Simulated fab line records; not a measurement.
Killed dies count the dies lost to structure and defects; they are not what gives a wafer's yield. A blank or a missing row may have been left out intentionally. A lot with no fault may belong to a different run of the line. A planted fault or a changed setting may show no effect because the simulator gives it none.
A lot that was struck, set against a sound lot | flow nand_harc | 14 steps out of a route of 1302
Sound: the wafers L876.1, L876.5, L876.6. Wafers struck: L878.2, L878.4, L878.5. Last of all comes the cause.
At each step with rows: each side's tool, then ch and its chambers, then its first start. Under that, the readings that differ: sound wafers | struck wafers | difference of the means | sigmas: that difference in standard deviations of wafers without a fault.
alike: same words and numbers on both sides, and readings whose means sit less than 2 such deviations apart. not compared: any withheld reading, any reading some wafer has no value for, any bound like >300 that may hide the same value, and any number with overlapping values for which the record gives no deviation.
The two part at a step that has a row with sigmas, a row that says differs or no value, or rows on one side only. Numbers that don't overlap but have no deviation are shown without sigmas and don't part them. A reading that every wafer of one side lacks parts them only if that side has two wafers or more.

first, 8 steps without rows for these wafers: NHARC_P_GATE_DEHYDRATE_18 (time 120 s); NHARC_P_GATE_HMDS_19 (time 30 s); NHARC_P_GATE_COAT_20 (resist thk 90 nm); NHARC_P_GATE_SOFTBAKE_21 (time 55 s); NHARC_P_GATE_EBR_22; NHARC_P_GATE_EXPOSE_23 (exposes mask P GATE, target cd 120 nm); NHARC_P_GATE_PEB_24 (peb time 65 s); NHARC_P_GATE_DEVELOP_25 (develop time 35 s).
NHARC_P_GATE_CD_MEAS_26 targets a cd of 120 nm.
  sound on cd_sem-03 ch 0, day 6 17:35; struck on cd_sem-02 ch 0, day 7 23:42
  alike: cd_nm
NHARC_P_GATE_OVL_MEAS_27:
  sound on overlay-02, day 6 17:40; struck on overlay-01, day 7 23:47
  alike: overlay_x_nm, overlay_y_nm
NHARC_P_GATE_INSPECT_28:
  sound on defect_inspect-02, day 6 17:42; struck on defect_inspect-02, day 7 23:49
  alike: raw_defect_count
NHARC_P_GATE_DESCUM_31: chemistry O2, time 3 s.
  sound on rie_diel-12 ch 0,2,3, day 6 17:47; struck on rie_diel-12 ch 0,1,3, day 7 23:53
  alike: drypump_motor_current_A, o2_flow_sccm, oes_product_au, rf_vpp_V, showerhead_plenum_p_Torr, throttle_valve_pct
  not compared: rf_hours_counter_h
NHARC_P_GATE_ETCH_104: etches the open film in CF4/CHF3, target depth 60 nm.
  sound on rie_diel-12 ch 0,1,2, day 6 17:52; struck on rie_diel-12 ch 0,2,3, day 7 23:59
  reading               | sound             | struck            | difference | sigmas
  oes_product_au (a.u.) | 0.972 0.947 0.960 | 1.044 1.060 1.015 | +0.080     | +3
  rf_fwd_power_W (W)    | 492.5 491.3 491.6 | 550.1 549.2 551.8 | +58.6      | +24
  alike: drypump_motor_current_A, rf_vpp_V, showerhead_plenum_p_Torr, throttle_valve_pct
NHARC_P_GATE_HM_OPEN_105: chemistry O2/COS, target depth 360 nm.
  sound on rie_diel-12 ch 2,3; struck on rie_diel-12 ch 1,2
  alike: drypump_motor_current_A, o2_flow_sccm, oes_product_au, rf_vpp_V, showerhead_plenum_p_Torr, throttle_valve_pct
  not compared: rf_hours_counter_h

== WHERE THEY PART ==
Only at NHARC_P_GATE_ETCH_104, as far as this record shows. Later steps at which nothing parts them and some readings are alike: NHARC_P_GATE_HM_OPEN_105.

WHY: the cause the simulator had injected
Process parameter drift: rie_diel-12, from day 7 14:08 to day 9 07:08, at NHARC_P_GATE_ETCH_104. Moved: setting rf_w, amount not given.
